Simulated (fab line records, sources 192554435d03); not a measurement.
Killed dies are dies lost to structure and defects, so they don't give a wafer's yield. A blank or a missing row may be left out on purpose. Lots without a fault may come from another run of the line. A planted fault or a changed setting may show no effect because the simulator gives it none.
Which tool did it? | flow n5_finfet | 24 lots, 72 wafers sampled, at 6 steps of a route of 1938

WHAT THE GAUGES READ, wafer by wafer
N5_MOL_CONTACT_COAG_CD_MEAS_84: target cd 25.1 nm.
lot  | measured     | on        | cd_nm (nm)
L074 | day 5 07:40  | cd_sem-02 | 25.06 25.62 25.25
L075 | day 5 13:02  | cd_sem-02 | 25.49 25.13 25.22
L076 | day 5 15:06  | cd_sem-03 | 24.91 25.18 25.36
L077 | day 5 19:53  | cd_sem-02 | 25.28 25.57 25.32
L078 | day 6 01:09  | cd_sem-02 | 25.13 25.24 25.53
L079 | day 6 07:25  | cd_sem-02 | 25.38 25.05 25.02
L080 | day 6 11:49  | cd_sem-01 | 24.95 25.09 25.16
L081 | day 6 21:41  | cd_sem-02 | 24.86 25.34 24.76
L082 | day 7 05:04  | cd_sem-01 | 25.21 24.82 24.82
L083 | day 7 08:56  | cd_sem-03 | 25.15 25.11 25.11
L084 | day 7 19:27  | cd_sem-02 | 25.09 24.81 25.17
L085 | day 7 20:22  | cd_sem-03 | 24.83 24.97 24.91
L086 | day 8 10:20  | cd_sem-03 | 25.63 24.91 25.40
L087 | day 8 11:59  | cd_sem-01 | 25.10 25.19 25.52
L088 | day 8 17:08  | cd_sem-02 | 25.04 25.26 25.31
L089 | day 8 19:25  | cd_sem-01 | 25.02 25.52 25.13
L090 | day 9 00:21  | cd_sem-02 | 25.13 24.81 24.71
L091 | day 9 08:40  | cd_sem-01 | 25.07 25.42 25.33
L092 | day 9 17:45  | cd_sem-01 | 24.95 25.12 25.24
L093 | day 9 23:22  | cd_sem-01 | 24.96 24.96 25.07
L094 | day 10 05:27 | cd_sem-01 | 25.06 25.09 24.85
L095 | day 10 07:03 | cd_sem-01 | 25.10 24.78 24.49
L096 | day 10 19:44 | cd_sem-03 | 25.04 24.86 25.23
L097 | day 10 20:36 | cd_sem-01 | 24.61 24.74 25.01

WHICH TOOL RAN EACH LOT (tool, then ch and the chambers of the sampled wafers, then the start)
lot  | N5_GATE_CUT_ETCH_37               | N5_GATE_CUT_CUT_ETCH_54           | N5_GATE_CUT_CMP_43           | N5_MOL_CONTACT_COAG_STRIP_98      | N5_MOL_CONTACT_COAG_TI_SIL_19
L074 | rie_diel-02 ch 0,1,2, day 4 17:33 | rie_metal-02 ch 0,1, day 4 17:55  | cmp-01 ch 0,2,3, day 4 20:07 | rie_diel-04 ch 0,2,3, day 4 21:53 | pvd_sputter-03, day 4 22:57
L075 | rie_diel-02 ch 0,2, day 4 19:22   | rie_metal-01 ch 0,1, day 4 19:44  | cmp-04 ch 1,2,3, day 4 22:11 | rie_diel-04 ch 0,3, day 4 23:41   | pvd_sputter-02, day 5 02:28
L076 | rie_diel-02 ch 0,1,2, day 5 01:43 | rie_metal-01 ch 0,1, day 5 02:07  | cmp-03 ch 1,2, day 5 04:17   | rie_diel-05 ch 0,2,3, day 5 05:52 | pvd_sputter-03, day 5 06:28
L077 | rie_diel-02 ch 0,2,3, day 5 05:11 | rie_metal-01 ch 0,1, day 5 05:34  | cmp-03 ch 0,1,2, day 5 07:46 | rie_diel-05 ch 0,3, day 5 09:42   | pvd_sputter-01, day 5 10:19
L078 | rie_diel-01 ch 0,1,3, day 5 12:16 | rie_metal-01 ch 0,1, day 5 12:38  | cmp-01 ch 0,3, day 5 14:55   | rie_diel-04 ch 0,2, day 5 16:30   | pvd_sputter-02, day 5 17:16
L079 | rie_diel-02 ch 0,1,2, day 5 19:19 | rie_metal-02 ch 0,1, day 5 19:41  | cmp-03 ch 0,1, day 5 22:01   | rie_diel-04 ch 1,2, day 5 23:24   | pvd_sputter-01, day 5 23:59
L080 | rie_diel-03 ch 0,1,3, day 6 00:07 | rie_metal-03 ch 0,1, day 6 00:31  | cmp-04 ch 1,2,3, day 6 02:52 | rie_diel-05 ch 1,2,3, day 6 04:10 | pvd_sputter-03, day 6 04:46
L081 | rie_diel-02 ch 0,1, day 6 07:56   | rie_metal-02 ch 0,1, day 6 08:20  | cmp-03 ch 0,2,3, day 6 10:46 | rie_diel-05 ch 1,2, day 6 12:07   | pvd_sputter-03, day 6 14:16
L082 | rie_diel-03 ch 0,3, day 6 14:39   | rie_metal-02 ch 0,1, day 6 15:01  | cmp-03 ch 0,1,2, day 6 17:13 | rie_diel-06 ch 0,1,3, day 6 18:49 | pvd_sputter-03, day 6 19:28
L083 | rie_diel-03 ch 0,2, day 6 18:28   | rie_metal-02 ch 0, day 6 18:50    | cmp-03 ch 1,3, day 6 21:14   | rie_diel-04 ch 0,1, day 6 22:49   | pvd_sputter-03, day 7 01:02
L084 | rie_diel-02 ch 0,3, day 7 01:40   | rie_metal-03 ch 0, day 7 02:06    | cmp-01 ch 0,2, day 7 05:46   | rie_diel-05 ch 0,2,3, day 7 07:42 | pvd_sputter-02, day 7 08:31
L085 | rie_diel-03 ch 1,2,3, day 7 05:26 | rie_metal-02 ch 0,1, day 7 05:50  | cmp-04 ch 0,3, day 7 08:01   | rie_diel-04 ch 0,1,2, day 7 09:29 | pvd_sputter-01, day 7 12:10
L086 | rie_diel-03 ch 0,1, day 7 16:55   | rie_metal-01 ch 0,1, day 7 17:17  | cmp-01 ch 0,2,3, day 7 20:10 | rie_diel-05 ch 2,3, day 7 21:34   | pvd_sputter-02, day 7 22:13
L087 | rie_diel-01 ch 0,2,3, day 7 18:41 | rie_metal-03 ch 0,1, day 7 19:04  | cmp-01 ch 1,2,3, day 7 21:23 | rie_diel-04 ch 0,2,3, day 7 22:58 | pvd_sputter-02, day 7 23:33
L088 | rie_diel-02 ch 1,2, day 8 03:28   | rie_metal-03 ch 0,1, day 8 03:50  | cmp-04 ch 1,2, day 8 06:04   | rie_diel-04 ch 0,3, day 8 07:44   | pvd_sputter-03, day 8 08:19
L089 | rie_diel-02 ch 1,3, day 8 05:16   | rie_metal-02 ch 0,1, day 8 05:39  | cmp-04 ch 1,3, day 8 07:58   | rie_diel-05 ch 0,1,2, day 8 09:28 | pvd_sputter-02, day 8 11:03
L090 | rie_diel-01 ch 1,2, day 8 10:29   | rie_metal-03 ch 0,1, day 8 10:52  | cmp-03 ch 2,3, day 8 13:03   | rie_diel-05 ch 0,1,2, day 8 15:12 | pvd_sputter-01, day 8 17:03
L091 | rie_diel-03 ch 0,2,3, day 8 17:49 | rie_metal-01 ch 0,1, day 8 18:12  | cmp-01 ch 0,2,3, day 8 21:06 | rie_diel-05 ch 0,1,3, day 8 22:42 | pvd_sputter-01, day 9 00:11
L092 | rie_diel-02 ch 2,3, day 9 03:34   | rie_metal-01 ch 0,1, day 9 03:56  | cmp-01 ch 0,2, day 9 06:08   | rie_diel-04 ch 1,2, day 9 07:47   | pvd_sputter-02, day 9 08:44
L093 | rie_diel-02 ch 0,3, day 9 09:25   | rie_metal-03 ch 0,1, day 9 09:47  | cmp-01 ch 0,1, day 9 12:04   | rie_diel-04 ch 0,3, day 9 13:32   | pvd_sputter-01, day 9 16:14
L094 | rie_diel-02 ch 1,2,3, day 9 14:13 | rie_metal-01 ch 0,1, day 9 14:35  | cmp-04 ch 0,1,2, day 9 17:14 | rie_diel-04 ch 0,2,3, day 9 18:59 | pvd_sputter-02, day 9 19:38
L095 | rie_diel-02 ch 0,1, day 9 17:20   | rie_metal-02 ch 0,1, day 9 17:42  | cmp-04 ch 0,3, day 9 19:59   | rie_diel-06 ch 0,1, day 9 21:29   | pvd_sputter-01, day 9 22:01
L096 | rie_diel-02 ch 0,2, day 10 04:56  | rie_metal-03 ch 0,1, day 10 05:19 | cmp-01 ch 0,3, day 10 07:31  | rie_diel-05 ch 1,2, day 10 09:09  | pvd_sputter-01, day 10 11:43
L097 | rie_diel-03 ch 2,3, day 10 05:18  | rie_metal-01 ch 0,1, day 10 05:41 | cmp-01 ch 0,3, day 10 08:10  | rie_diel-05 ch 0,1, day 10 09:45  | pvd_sputter-01, day 10 11:49
- N5_GATE_CUT_ETCH_37: etches SOC in N2/H2, target depth 60 nm, overetch 12 nm, time 90 s.
- N5_GATE_CUT_CUT_ETCH_54: etches TiN in Cl2/BCl3, target depth 96.7 nm.
- N5_GATE_CUT_CMP_43: polishes SiO2.
- N5_MOL_CONTACT_COAG_STRIP_98: strips in N2/H2.
- N5_MOL_CONTACT_COAG_TI_SIL_19: material Ti, target thk 4.2 nm, time 15 s.

WHAT THE TOOLS THEMSELVES READ (means of the sampled wafers that have a number; where no wafer has one, the mark that the record gives instead)
N5_GATE_CUT_ETCH_37.
lot  | tool        | drypump_motor_current_A (A) | oes_product_au (a.u.) | rf_vpp_V (V) | showerhead_plenum_p_Torr (Torr) | throttle_valve_pct (%)
L074 | rie_diel-02 | 5.7                         | 0.70                  | 523.9        | 2.55                            | 17.82
L075 | rie_diel-02 | 5.4                         | 0.74                  | 523.8        | 2.54                            | 17.70
L076 | rie_diel-02 | 5.7                         | 0.69                  | 523.9        | 2.55                            | 17.84
L077 | rie_diel-02 | 5.4                         | 0.69                  | 526.0        | 2.59                            | 17.73
L078 | rie_diel-01 | 5.7                         | 0.77                  | 525.9        | 2.62                            | 17.71
L079 | rie_diel-02 | 5.7                         | 0.69                  | 523.9        | 2.55                            | 17.84
L080 | rie_diel-03 | 6.0                         | 0.81                  | 524.4        | 2.58                            | 17.58
L081 | rie_diel-02 | 5.9                         | 0.65                  | 524.9        | 2.56                            | 17.98
L082 | rie_diel-03 | 5.7                         | 0.85                  | 524.7        | 2.57                            | 17.51
L083 | rie_diel-03 | 5.9                         | 0.85                  | 524.7        | 2.57                            | 17.39
L084 | rie_diel-02 | 5.7                         | 0.67                  | 526.4        | 2.65                            | 17.70
L085 | rie_diel-03 | 6.2                         | 0.76                  | 527.2        | 2.65                            | 17.72
L086 | rie_diel-03 | 6.0                         | 0.78                  | 524.1        | 2.54                            | 17.46
L087 | rie_diel-01 | 5.4                         | 0.77                  | 525.3        | 2.58                            | 17.62
L088 | rie_diel-02 | 5.6                         | 0.65                  | 522.8        | 2.49                            | 18.08
L089 | rie_diel-02 | 5.2                         | 0.62                  | 523.8        | 2.57                            | 18.02
L090 | rie_diel-01 | 5.4                         | 0.71                  | 523.1        | 2.53                            | 17.65
L091 | rie_diel-03 | 6.0                         | 0.81                  | 524.7        | 2.60                            | 17.54
L092 | rie_diel-02 | 5.0                         | 0.65                  | 524.1        | 2.56                            | 17.88
L093 | rie_diel-02 | 5.7                         | 0.66                  | 526.0        | 2.64                            | 17.72
L094 | rie_diel-02 | 5.3                         | 0.65                  | 523.5        | 2.52                            | 18.00
L095 | rie_diel-02 | 6.0                         | 0.66                  | 525.0        | 2.61                            | 17.82
L096 | rie_diel-02 | 5.4                         | 0.70                  | 523.5        | 2.53                            | 17.76
L097 | rie_diel-03 | 5.9                         | 0.78                  | 526.3        | 2.63                            | 17.70

N5_GATE_CUT_CUT_ETCH_54.
lot  | tool         | bcl3_flow_sccm (sccm) | drypump_motor_current_A (A) | etch_rf_on_time_s (s) | oes_product_au (a.u.) | throttle_valve_pct (%)
L074 | rie_metal-02 | 21.76                 | 6.2                         | 37.2                  | 0.61                  | 22.66
L075 | rie_metal-01 | 21.74                 | 5.3                         | 36.4                  | 0.67                  | 22.26
L076 | rie_metal-01 | 21.82                 | 5.6                         | 36.4                  | 0.66                  | 22.27
L077 | rie_metal-01 | 21.78                 | 5.6                         | 36.5                  | 0.66                  | 22.27
L078 | rie_metal-01 | 21.67                 | 5.6                         | 36.5                  | 0.65                  | 22.27
L079 | rie_metal-02 | 21.71                 | 6.2                         | 37.0                  | 0.61                  | 22.68
L080 | rie_metal-03 | 21.74                 | 6.1                         | 36.8                  | 0.59                  | 22.61
L081 | rie_metal-02 | 21.79                 | 6.1                         | 37.2                  | 0.60                  | 22.53
L082 | rie_metal-02 | 21.74                 | 6.1                         | 37.0                  | 0.60                  | 22.53
L083 | rie_metal-02 | 21.76                 | 6.0                         | 37.1                  | 0.61                  | 22.39
L084 | rie_metal-03 | 21.80                 | 6.1                         | 36.2                  | 0.73                  | 22.58
L085 | rie_metal-02 | 21.78                 | 6.1                         | 37.2                  | 0.60                  | 22.55
L086 | rie_metal-01 | 21.81                 | 5.6                         | 36.4                  | 0.65                  | 22.29
L087 | rie_metal-03 | 21.72                 | 6.1                         | 37.0                  | 0.81                  | 22.46
L088 | rie_metal-03 | 21.68                 | 6.0                         | 36.4                  | 0.81                  | 22.46
L089 | rie_metal-02 | 21.75                 | 6.1                         | 37.3                  | 0.60                  | 22.55
L090 | rie_metal-03 | 21.77                 | 6.0                         | 36.5                  | 0.80                  | 22.46
L091 | rie_metal-01 | 21.75                 | 5.6                         | 36.0                  | 0.65                  | 22.29
L092 | rie_metal-01 | 21.74                 | 5.6                         | 36.2                  | 0.65                  | 22.29
L093 | rie_metal-03 | 21.73                 | 6.1                         | 36.0                  | 0.75                  | 22.53
L094 | rie_metal-01 | 21.74                 | 5.3                         | 36.6                  | 0.65                  | 22.27
L095 | rie_metal-02 | 21.74                 | 6.1                         | 36.9                  | 0.60                  | 22.55
L096 | rie_metal-03 | 21.73                 | 6.0                         | 36.3                  | 0.77                  | 22.46
L097 | rie_metal-01 | 21.78                 | 5.3                         | 36.0                  | 0.65                  | 22.28

N5_GATE_CUT_CMP_43.
lot  | tool   | motor_current_A (A)
L074 | cmp-01 | 13.9
L075 | cmp-04 | 13.6
L076 | cmp-03 | 13.4
L077 | cmp-03 | 13.0
L078 | cmp-01 | 13.8
L079 | cmp-03 | 12.7
L080 | cmp-04 | 13.8
L081 | cmp-03 | 12.6
L082 | cmp-03 | 13.0
L083 | cmp-03 | 12.9
L084 | cmp-01 | 13.8
L085 | cmp-04 | 12.5
L086 | cmp-01 | 13.9
L087 | cmp-01 | 12.3
L088 | cmp-04 | 14.0
L089 | cmp-04 | 13.6
L090 | cmp-03 | 12.7
L091 | cmp-01 | 13.7
L092 | cmp-01 | 14.1
L093 | cmp-01 | 12.0
L094 | cmp-04 | 12.7
L095 | cmp-04 | 12.0
L096 | cmp-01 | 14.4
L097 | cmp-01 | 14.4

N5_MOL_CONTACT_COAG_STRIP_98.
lot  | tool        | drypump_motor_current_A (A) | oes_product_au (a.u.) | power_w (W) | rf_vpp_V (V) | showerhead_plenum_p_Torr (Torr) | throttle_valve_pct (%)
L074 | rie_diel-04 | 5.6                         | 0.82                  | 500.8       | 55.1         | 3.43                            | 18.8
L075 | rie_diel-04 | 5.5                         | 0.85                  | 499.4       | 54.4         | 3.43                            | 18.6
L076 | rie_diel-05 | 5.6                         | 0.69                  | 500.2       | 53.6         | 3.32                            | 18.9
L077 | rie_diel-05 | 5.6                         | 0.69                  | 501.7       | 54.8         | 3.28                            | 19.1
L078 | rie_diel-04 | 5.6                         | 0.89                  | 500.9       | 54.1         | 3.42                            | 18.7
L079 | rie_diel-04 | 5.9                         | 0.85                  | 499.5       | 53.1         | 3.42                            | 18.9
L080 | rie_diel-05 | 5.8                         | 0.80                  | 500.1       | 55.0         | 3.43                            | 18.5
L081 | rie_diel-05 | 5.8                         | 0.90                  | 499.7       | 53.7         | 3.47                            | 18.2
L082 | rie_diel-06 | 6.3                         | 0.78                  | 500.1       | 53.3         | 3.37                            | 18.7
L083 | rie_diel-04 | 5.8                         | 0.88                  | 500.5       | 52.6         | 3.42                            | 18.4
L084 | rie_diel-05 | 5.6                         | 0.85                  | 500.0       | 56.1         | 3.45                            | 18.7
L085 | rie_diel-04 | 5.8                         | 0.85                  | 501.4       | 56.5         | 3.41                            | 18.7
L086 | rie_diel-05 | 5.8                         | 0.84                  | 498.8       | 54.4         | 3.39                            | 18.3
L087 | rie_diel-04 | 5.6                         | 0.88                  | 500.8       | 54.0         | 3.41                            | 18.7
L088 | rie_diel-04 | 5.5                         | 0.90                  | 499.0       | 53.6         | 3.41                            | 18.5
L089 | rie_diel-05 | 5.5                         | 0.87                  | 499.5       | 55.2         | 3.51                            | 18.6
L090 | rie_diel-05 | 5.5                         | 0.86                  | 499.4       | 53.7         | 3.51                            | 18.6
L091 | rie_diel-05 | 5.5                         | 0.76                  | 500.1       | 54.2         | 3.47                            | 18.9
L092 | rie_diel-04 | 5.9                         | 0.81                  | 499.8       | 55.0         | 3.40                            | 18.9
L093 | rie_diel-04 | 5.5                         | 0.88                  | 501.6       | 53.6         | 3.41                            | 18.5
L094 | rie_diel-04 | 5.6                         | 0.86                  | 499.9       | 56.3         | 3.41                            | 18.7
L095 | rie_diel-06 | 6.1                         | 0.76                  | 499.5       | 55.3         | 3.41                            | 18.7
L096 | rie_diel-05 | 5.7                         | 0.78                  | 500.2       | 53.3         | 3.47                            | 18.4
L097 | rie_diel-05 | 5.5                         | 0.78                  | 500.2       | 54.0         | 3.52                            | 18.8

N5_MOL_CONTACT_COAG_TI_SIL_19.
lot  | tool           | throttle_valve_pct (%)
L074 | pvd_sputter-03 | 29.8
L075 | pvd_sputter-02 | 29.8
L076 | pvd_sputter-03 | 29.1
L077 | pvd_sputter-01 | 30.6
L078 | pvd_sputter-02 | 29.8
L079 | pvd_sputter-01 | 30.3
L080 | pvd_sputter-03 | 30.8
L081 | pvd_sputter-03 | 29.7
L082 | pvd_sputter-03 | 30.5
L083 | pvd_sputter-03 | 29.6
L084 | pvd_sputter-02 | 30.0
L085 | pvd_sputter-01 | 31.1
L086 | pvd_sputter-02 | 29.7
L087 | pvd_sputter-02 | 29.9
L088 | pvd_sputter-03 | 30.3
L089 | pvd_sputter-02 | 29.9
L090 | pvd_sputter-01 | 31.5
L091 | pvd_sputter-01 | 30.3
L092 | pvd_sputter-02 | 29.5
L093 | pvd_sputter-01 | 30.5
L094 | pvd_sputter-02 | 30.3
L095 | pvd_sputter-01 | 30.1
L096 | pvd_sputter-01 | 30.2
L097 | pvd_sputter-01 | 30.5

THE ANSWER, worked out from the rows above alone
Rule: what is usual is taken from the lots themselves. Put in order of their means at a reading, lots are off if they are a third of the lots or fewer, leave a main group of 4 or more, and stand apart from it by a gap of 3 or more times the standard deviation of the main group's means; of several such gaps the widest counts. A main group whose means are all the same, to the digits that the tables above print for the reading, isn't used. A lot without any number at a reading at which 4 lots or more have one is off too. The other lots that the step has rows for count as sound. The gauges are gone through in route order, then the tools' own readings, and for those a lot's mean is taken as printed above. The first step at which some lot is off is used, and at that step the reading that is off furthest; a lot without a number counts as furthest.
No lot is off at any reading shown: from this, nothing can be told.

WHAT THE SIMULATOR HAD PUT IN
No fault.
